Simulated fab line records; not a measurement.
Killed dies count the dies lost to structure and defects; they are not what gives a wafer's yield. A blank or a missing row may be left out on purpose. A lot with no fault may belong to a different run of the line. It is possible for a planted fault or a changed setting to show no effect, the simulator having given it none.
Chamber matching || flow n5Finfet || N5_MOL_CONTACT_COAG_STRIP_98 on rieDiel-03: 4 sister chambers
The step strips in N2/H2. 36 wafers are shown with their chamber, then 12 later ones without.

WAFERS WITH THEIR CHAMBER
{"wafer": "L074.1", "chamber": 3, "drypumpMotorCurrentA (A)": 6.0, "throttleValvePct (%)": 18.4, "showerheadPlenumPTorr (Torr)": 3.24}
{"wafer": "L074.3", "chamber": 2, "drypumpMotorCurrentA (A)": 5.0, "throttleValvePct (%)": 19.7, "showerheadPlenumPTorr (Torr)": 3.44}
{"wafer": "L074.6", "chamber": 3, "drypumpMotorCurrentA (A)": 6.0, "throttleValvePct (%)": 18.4, "showerheadPlenumPTorr (Torr)": 3.24}
{"wafer": "L075.1", "chamber": 3, "drypumpMotorCurrentA (A)": 5.9, "throttleValvePct (%)": 18.4, "showerheadPlenumPTorr (Torr)": 3.24}
{"wafer": "L075.2", "chamber": 2, "drypumpMotorCurrentA (A)": 5.0, "throttleValvePct (%)": 19.7, "showerheadPlenumPTorr (Torr)": 3.43}
{"wafer": "L075.3", "chamber": 1, "drypumpMotorCurrentA (A)": 5.5, "throttleValvePct (%)": 19.0, "showerheadPlenumPTorr (Torr)": 3.49}
{"wafer": "L075.4", "chamber": 0, "drypumpMotorCurrentA (A)": 5.2, "throttleValvePct (%)": 18.4, "showerheadPlenumPTorr (Torr)": 3.43}
{"wafer": "L075.5", "chamber": 2, "drypumpMotorCurrentA (A)": 5.0, "throttleValvePct (%)": 19.7, "showerheadPlenumPTorr (Torr)": 3.43}
{"wafer": "L075.6", "chamber": 3, "drypumpMotorCurrentA (A)": 6.0, "throttleValvePct (%)": 18.4, "showerheadPlenumPTorr (Torr)": 3.24}
{"wafer": "L078.2", "chamber": 3, "drypumpMotorCurrentA (A)": 6.0, "throttleValvePct (%)": 18.4, "showerheadPlenumPTorr (Torr)": 3.24}
{"wafer": "L078.4", "chamber": 2, "drypumpMotorCurrentA (A)": 5.0, "throttleValvePct (%)": 19.7, "showerheadPlenumPTorr (Torr)": 3.43}
{"wafer": "L078.5", "chamber": 2, "drypumpMotorCurrentA (A)": 5.0, "throttleValvePct (%)": 19.7, "showerheadPlenumPTorr (Torr)": 3.43}
{"wafer": "L079.1", "chamber": 3, "drypumpMotorCurrentA (A)": 6.0, "throttleValvePct (%)": 18.4, "showerheadPlenumPTorr (Torr)": 3.24}
{"wafer": "L079.2", "chamber": 1, "drypumpMotorCurrentA (A)": 5.5, "throttleValvePct (%)": 19.0, "showerheadPlenumPTorr (Torr)": 3.48}
{"wafer": "L079.3", "chamber": 2, "drypumpMotorCurrentA (A)": 5.0, "throttleValvePct (%)": 19.7, "showerheadPlenumPTorr (Torr)": 3.43}
{"wafer": "L079.4", "chamber": 0, "drypumpMotorCurrentA (A)": 5.2, "throttleValvePct (%)": 18.5, "showerheadPlenumPTorr (Torr)": 3.43}
{"wafer": "L079.5", "chamber": 1, "drypumpMotorCurrentA (A)": 5.5, "throttleValvePct (%)": 19.0, "showerheadPlenumPTorr (Torr)": 3.48}
{"wafer": "L079.6", "chamber": 2, "drypumpMotorCurrentA (A)": 5.0, "throttleValvePct (%)": 19.7, "showerheadPlenumPTorr (Torr)": 3.43}
{"wafer": "L080.2", "chamber": 1, "drypumpMotorCurrentA (A)": 5.5, "throttleValvePct (%)": 19.0, "showerheadPlenumPTorr (Torr)": 3.48}
{"wafer": "L080.4", "chamber": 2, "drypumpMotorCurrentA (A)": 5.0, "throttleValvePct (%)": 19.7, "showerheadPlenumPTorr (Torr)": 3.43}
{"wafer": "L080.5", "chamber": 0, "drypumpMotorCurrentA (A)": 5.2, "throttleValvePct (%)": 18.5, "showerheadPlenumPTorr (Torr)": 3.43}
{"wafer": "L081.1", "chamber": 0, "drypumpMotorCurrentA (A)": 5.2, "throttleValvePct (%)": 18.4, "showerheadPlenumPTorr (Torr)": 3.42}
{"wafer": "L081.4", "chamber": 2, "drypumpMotorCurrentA (A)": 5.0, "throttleValvePct (%)": 19.7, "showerheadPlenumPTorr (Torr)": 3.43}
{"wafer": "L081.5", "chamber": 2, "drypumpMotorCurrentA (A)": 5.0, "throttleValvePct (%)": 19.7, "showerheadPlenumPTorr (Torr)": 3.43}
{"wafer": "L083.1", "chamber": 3, "drypumpMotorCurrentA (A)": 6.0, "throttleValvePct (%)": 18.4, "showerheadPlenumPTorr (Torr)": 3.23}
{"wafer": "L083.5", "chamber": 2, "drypumpMotorCurrentA (A)": 5.0, "throttleValvePct (%)": 19.7, "showerheadPlenumPTorr (Torr)": 3.42}
{"wafer": "L083.6", "chamber": 1, "drypumpMotorCurrentA (A)": 5.5, "throttleValvePct (%)": 19.1, "showerheadPlenumPTorr (Torr)": 3.48}
{"wafer": "L085.3", "chamber": 0, "drypumpMotorCurrentA (A)": 5.2, "throttleValvePct (%)": 18.5, "showerheadPlenumPTorr (Torr)": 3.42}
{"wafer": "L085.5", "chamber": 0, "drypumpMotorCurrentA (A)": 5.2, "throttleValvePct (%)": 18.5, "showerheadPlenumPTorr (Torr)": 3.42}
{"wafer": "L085.6", "chamber": 1, "drypumpMotorCurrentA (A)": 5.5, "throttleValvePct (%)": 19.1, "showerheadPlenumPTorr (Torr)": 3.48}
{"wafer": "L086.1", "chamber": 2, "drypumpMotorCurrentA (A)": 5.0, "throttleValvePct (%)": 19.7, "showerheadPlenumPTorr (Torr)": 3.42}
{"wafer": "L086.3", "chamber": 0, "drypumpMotorCurrentA (A)": 5.2, "throttleValvePct (%)": 18.4, "showerheadPlenumPTorr (Torr)": 3.42}
{"wafer": "L086.4", "chamber": 3, "drypumpMotorCurrentA (A)": 5.9, "throttleValvePct (%)": 18.4, "showerheadPlenumPTorr (Torr)": 3.23}
{"wafer": "L087.2", "chamber": 1, "drypumpMotorCurrentA (A)": 5.5, "throttleValvePct (%)": 19.1, "showerheadPlenumPTorr (Torr)": 3.47}
{"wafer": "L087.3", "chamber": 0, "drypumpMotorCurrentA (A)": 5.2, "throttleValvePct (%)": 18.5, "showerheadPlenumPTorr (Torr)": 3.42}
{"wafer": "L087.5", "chamber": 2, "drypumpMotorCurrentA (A)": 5.0, "throttleValvePct (%)": 19.7, "showerheadPlenumPTorr (Torr)": 3.42}

SIGNATURES (averages over the wafers above)
{"reading": "drypumpMotorCurrentA", "chamber 0": 5.200, "chamber 1": 5.500, "chamber 2": 5.000, "chamber 3": 5.975, "scatter within a chamber": 0.0217}
{"reading": "throttleValvePct", "chamber 0": 18.462, "chamber 1": 19.043, "chamber 2": 19.700, "chamber 3": 18.400, "scatter within a chamber": 0.0335}
{"reading": "showerheadPlenumPTorr", "chamber 0": 3.4238, "chamber 1": 3.4800, "chamber 2": 3.4285, "chamber 3": 3.2375, "scatter within a chamber": 0.00532}
Rule: for each reading, subtract the chamber's mean from the wafer's reading, divide by that reading's scatter and square the result; add these up over the readings and take the root, which gives the wafer's distance from the chamber. The wafer belongs to the nearest chamber; if the next one is less than 2 further off, it can't be placed. The scatter is the square root of a quotient: the sum, over the shown wafers, of each reading's squared deviation from its chamber's mean, divided by wafers minus chambers.

WAFERS MISSING THEIR CHAMBER
{"wafer": "L089.1", "drypumpMotorCurrentA (A)": 5.3, "throttleValvePct (%)": 18.5, "showerheadPlenumPTorr (Torr)": 3.42}
{"wafer": "L089.2", "drypumpMotorCurrentA (A)": 5.9, "throttleValvePct (%)": 18.5, "showerheadPlenumPTorr (Torr)": 3.23}
{"wafer": "L089.3", "drypumpMotorCurrentA (A)": 5.0, "throttleValvePct (%)": 19.7, "showerheadPlenumPTorr (Torr)": 3.42}
{"wafer": "L089.4", "drypumpMotorCurrentA (A)": 5.5, "throttleValvePct (%)": 19.1, "showerheadPlenumPTorr (Torr)": 3.47}
{"wafer": "L089.5", "drypumpMotorCurrentA (A)": 5.5, "throttleValvePct (%)": 19.0, "showerheadPlenumPTorr (Torr)": 3.47}
{"wafer": "L089.6", "drypumpMotorCurrentA (A)": 5.0, "throttleValvePct (%)": 19.7, "showerheadPlenumPTorr (Torr)": 3.42}
{"wafer": "L092.3", "drypumpMotorCurrentA (A)": 5.0, "throttleValvePct (%)": 19.8, "showerheadPlenumPTorr (Torr)": 3.42}
{"wafer": "L092.4", "drypumpMotorCurrentA (A)": 5.9, "throttleValvePct (%)": 18.5, "showerheadPlenumPTorr (Torr)": 3.23}
{"wafer": "L092.6", "drypumpMotorCurrentA (A)": 5.2, "throttleValvePct (%)": 18.5, "showerheadPlenumPTorr (Torr)": 3.41}
{"wafer": "L096.1", "drypumpMotorCurrentA (A)": 6.0, "throttleValvePct (%)": 18.5, "showerheadPlenumPTorr (Torr)": 3.22}
{"wafer": "L096.5", "drypumpMotorCurrentA (A)": 5.0, "throttleValvePct (%)": 19.8, "showerheadPlenumPTorr (Torr)": 3.41}
{"wafer": "L096.6", "drypumpMotorCurrentA (A)": 5.5, "throttleValvePct (%)": 19.1, "showerheadPlenumPTorr (Torr)": 3.46}

WHICH CHAMBER EACH WENT THROUGH
{"wafer": "L089.1", "from the rows above": 0, "in truth": 0}
{"wafer": "L089.2", "from the rows above": 3, "in truth": 3}
{"wafer": "L089.3", "from the rows above": 2, "in truth": 2}
{"wafer": "L089.4", "from the rows above": 1, "in truth": 1}
{"wafer": "L089.5", "from the rows above": 1, "in truth": 1}
{"wafer": "L089.6", "from the rows above": 2, "in truth": 2}
{"wafer": "L092.3", "from the rows above": 2, "in truth": 2}
{"wafer": "L092.4", "from the rows above": 3, "in truth": 3}
{"wafer": "L092.6", "from the rows above": 0, "in truth": 0}
{"wafer": "L096.1", "from the rows above": 3, "in truth": 3}
{"wafer": "L096.5", "from the rows above": 2, "in truth": 2}
{"wafer": "L096.6", "from the rows above": 1, "in truth": 1}
12 of 12 placed correctly. Left unplaced by these rows: 0. Placed wrongly: 0.
